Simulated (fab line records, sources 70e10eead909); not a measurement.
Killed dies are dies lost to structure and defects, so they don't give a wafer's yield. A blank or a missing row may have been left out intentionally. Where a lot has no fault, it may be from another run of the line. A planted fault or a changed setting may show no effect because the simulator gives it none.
A lot that was struck, set against a sound lot || flow nand harc || 15 out of 1302 route steps
Sound: wafers L906.4, L906.5, L906.6. Struck: wafer L919.2. (L919.4 of the same lot was not struck and is left out.) The cause comes at the end.
For every step that has rows: the tool of each side, followed by ch and its chambers, followed by its first start. Under that, the readings that differ: sound wafers || struck wafers || difference of the means || sigmas: that difference in standard deviations of wafers without a fault.
alike: same words and numbers on both sides, and readings whose means sit less than 2 such deviations apart. not compared: any withheld reading, any reading some wafer has no value for, any bound like >300 that may hide the same value, and any number with overlapping values for which the record gives no deviation.
Wherever a step has rows on one side only, a row that says differs or no value, or a row with sigmas, the two part there. Numbers that have no deviation but don't overlap get no sigmas and don't part them. A reading that every wafer of one side lacks parts them only if that side has two wafers or more.

first, 6 steps without rows for these wafers: NHARC_P_CONTACT_COAT_06 (resist thk 90 nm); NHARC_P_CONTACT_SOFTBAKE_07 (time 55 s); NHARC_P_CONTACT_EBR_08; NHARC_P_CONTACT_EXPOSE_09 (exposes mask P CA, target cd 90 nm); NHARC_P_CONTACT_PEB_10 (peb time 65 s); NHARC_P_CONTACT_DEVELOP_11 (develop time 35 s).
NHARC_P_CONTACT_CD_MEAS_12: target cd 90 nm.
  sound on cd sem-01 ch 0, day 10 07:24; struck on cd sem-02 ch 0, day 15 08:08
  alike: cd nm
NHARC_P_CONTACT_OVL_MEAS_13:
  sound: overlay-01 at day 10 07:29; struck: overlay-02 at day 15 08:14
  alike: overlay x nm, overlay y nm
NHARC_P_CONTACT_INSPECT_14:
  sound: defect inspect-02 at day 10 07:31; struck: defect inspect-02 at day 15 08:16
  alike: raw defect count
NHARC_P_CONTACT_DESCUM_17: chemistry O2, time 3 s.
  sound on rie diel-11 ch 1,2,3, day 10 07:37; struck on rie diel-11 ch 1, day 15 08:19
{"reading": "rf hours counter h (h)", "sound": "- - -", "struck": 3.3, "difference": "no value on the sound wafers", "sigmas": ""}
{"reading": "throttle valve pct (%)", "sound": "11.318 11.317 11.312", "struck": 11.289, "difference": -0.027, "sigmas": -3}
  alike: drypump motor current A, oes product au, rf vpp V, showerhead plenum p Torr
NHARC_P_CONTACT_ETCH_35: etches the open film in CF4, target depth 39 nm, time 65 s.
  sound on rie diel-11 ch 1,2,3, day 10 07:42; struck on rie diel-11 ch 2, day 15 08:25
{"reading": "rf hours counter h (h)", "sound": "- - -", "struck": 4.3, "difference": "no value on the sound wafers", "sigmas": ""}
{"reading": "rf vpp V (V)", "sound": "152.4 150.6 149.8", "struck": 148.0, "difference": -2.9, "sigmas": -3}
  alike: drypump motor current A, oes product au, run length s, showerhead plenum p Torr, throttle valve pct
NHARC_P_CONTACT_ETCH_36: etches the open film in N2/H2, target depth 260 nm, time 406.25 s.
  sound: rie diel-11 ch 1,2,3; struck: rie diel-11 ch 2
{"reading": "rf hours counter h (h)", "sound": "- - -", "struck": 4.3, "difference": "no value on the sound wafers", "sigmas": ""}
  alike: drypump motor current A, oes product au, rf vpp V, run length s, showerhead plenum p Torr, throttle valve pct
NHARC_P_CONTACT_ETCH_18: etches the open film in C4F8/O2/Ar, target depth 481 nm, time 240.5 s.
  sound on rie diel-11 ch 1,2,3, day 10 08:14; struck on rie diel-11 ch 1, day 15 08:48
{"reading": "rf hours counter h (h)", "sound": "- - -", "struck": 3.6, "difference": "no value on the sound wafers", "sigmas": ""}
{"reading": "run length s (s)", "sound": "261.6 261.3 262.3", "struck": 199.6, "difference": -62.1, "sigmas": "-99 or more"}
  alike: oes product au, rf vpp V
then, 1 step without rows for these wafers: NHARC_P_CONTACT_STRIP_37 (strips in C4F8/O2/Ar).
-- break in the record here, with 18 days between the starts of the struck wafers on either side (left off in module P_CONTACT, picked up again in module END, where the first step shown is number 1302 on the route) --
NHARC_END_SORT_01:
  sound on prober-02 ch 0, day 29 20:30; struck on prober-01 ch 0, day 33 12:14
{"reading": "killed at periphery", "sound": 3, "struck": 619, "difference": "+616", "sigmas": "+99 or more"}
{"reading": "killed dies", "sound": 72, "struck": 677, "difference": "+605", "sigmas": "+38"}
{"reading": "killed open", "sound": 1, "struck": 5, "difference": "+4", "sigmas": "+2"}
  alike: killed at array, killed at other, killed short

== WHERE THEY PART ==
First at NHARC_P_CONTACT_DESCUM_17; last, within this record, at NHARC_END_SORT_01.

WHY: what had been put in by the simulator
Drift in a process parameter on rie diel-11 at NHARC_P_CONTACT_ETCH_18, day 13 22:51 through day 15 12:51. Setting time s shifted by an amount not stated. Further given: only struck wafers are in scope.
